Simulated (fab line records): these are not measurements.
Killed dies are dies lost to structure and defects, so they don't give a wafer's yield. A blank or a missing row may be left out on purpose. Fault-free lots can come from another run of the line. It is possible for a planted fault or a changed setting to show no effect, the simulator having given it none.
8D (eight disciplines) problem report, filled in by code + flow n5_finfet + the parts of the form that need people (team, actions taken, sign-off) are left out

## 1. WHAT WENT WRONG
Wafers with no fault read 5.19 s with a standard deviation of 0.1, whereas etch_rf_on_time_s at N5_BEOL_M2_ETCH_77 reads a mean of 6.22 s on 1 wafer of 1 lot. That is +10 standard deviations from the usual mean.
The step: etches underlayer in N2/H2, target depth 6.5 nm, time 5.2 s.
Earliest sighting: wafer L209.2 on rie_diel-05 at day 12 10:38. At this step, 24 wafers from 8 lots have a number in the record. The rule behind "out" and "out of limits": a value lying over 4 standard deviations away from the usual mean. The rest of the wafers with a number are treated as sound.

## 2. WHAT IT IS AND WHAT IT IS NOT
| question                    | is                | is not                                                                                                  |
|-----------------------------|-------------------|---------------------------------------------------------------------------------------------------------|
| which readings at this step | etch_rf_on_time_s | bias_w, drypump_motor_current_A, oes_product_au, rf_vpp_V, showerhead_plenum_p_Torr, throttle_valve_pct |
| which lots                  | L209              | L191, L194, L195, L196, L199, L200, L201                                                                |
| which wafers of those lots  | L209.2            | L209.1, L209.3                                                                                          |
| read on which tools         | rie_diel-05       | rie_diel-04                                                                                             |
| when                        | from day 12 10:38 | up to then (23 sound wafers)                                                                            |

## 3. THE SUSPECTS, EACH WITH WHAT RULES IT OUT
Counting: a tool at a process step up to the reading stays a suspect if it ran every lot that is out. Sound lots after the first of them don't rule it out here, since some wafers of a struck lot are sound.
- rie_diel-05 at N5_BEOL_M2_ETCH_63 (etches SiARC in CF4, target depth 15.6 nm, time 26 s): kept. L209, the lot that is out, went through it at day 12 09:27; up to then, the latest sound lot through it was L200 at day 10 00:28.
- rie_metal-02 at N5_BEOL_M2_HM_OPEN_17 (chemistry Cl2/BCl3, target TiN, target depth 20 nm, overetch 6 nm): kept. It ran the lot that is out, L209 (day 12 09:39).
- rie_diel-05 at N5_BEOL_M2_ETCH_77 (etches underlayer in N2/H2, target depth 6.5 nm, time 5.2 s): kept. L209, the lot that is out, went through it at day 12 10:38; up to then, the latest sound lot through it was L201 at day 10 04:56. On those wafers its own readings are out: etch_rf_on_time_s.
- At N5_BEOL_M2_ETCH_63, inside rie_diel-05: chamber 0 took the wafers that are out, while their sound lot-mates went through chambers 1, 3.
- At N5_BEOL_M2_ETCH_77, inside rie_diel-05: chamber 3 took the wafers that are out, while their sound lot-mates went through chambers 0, 2.
The count leaves rie_diel-05 at N5_BEOL_M2_ETCH_63, rie_metal-02 at N5_BEOL_M2_HM_OPEN_17, and rie_diel-05 at N5_BEOL_M2_ETCH_77.

## 4. THE CAUSE (what the simulator had put in)
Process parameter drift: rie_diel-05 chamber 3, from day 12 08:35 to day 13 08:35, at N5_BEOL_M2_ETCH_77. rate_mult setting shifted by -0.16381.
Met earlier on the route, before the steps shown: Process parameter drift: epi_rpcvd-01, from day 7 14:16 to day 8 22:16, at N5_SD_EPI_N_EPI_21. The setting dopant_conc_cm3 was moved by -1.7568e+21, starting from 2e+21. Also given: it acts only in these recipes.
After counting, 3 suspects remain, this tool included.

## 5. SEQUENCE OF EFFECTS, ordered by route
Each row: a reading whose mean over the struck wafers that have a number lies more than 3 standard deviations from the usual. Only readings whose record carries a usual standard deviation are examined. hours: median over the lots of the time between each lot's start at the first step of this table that gives one and its start at this step. sigmas: the change, counted in usual standard deviations.
| hours | step               | reading           | usual  | on struck wafers | change | sigmas |
|-------|--------------------|-------------------|--------|------------------|--------|--------|
| 0     | N5_BEOL_M2_ETCH_77 | etch_rf_on_time_s | 5.19 s | 6.22             | +1.03  | +10    |
Process steps it contains:
- N5_BEOL_M2_ETCH_77: etches underlayer in N2/H2, target depth 6.5 nm, time 5.2 s.
At these later measuring or inspecting steps, every struck wafer for which the step has a row has a number for every such reading, and none has moved that far: N5_BEOL_M4_RC_MEAS_101.

## 6. HOW IT WOULD HAVE BEEN CAUGHT EARLIER
In this record the first reading out of limits was taken at day 12 10:38, 2 hours after the fault began at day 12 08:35.
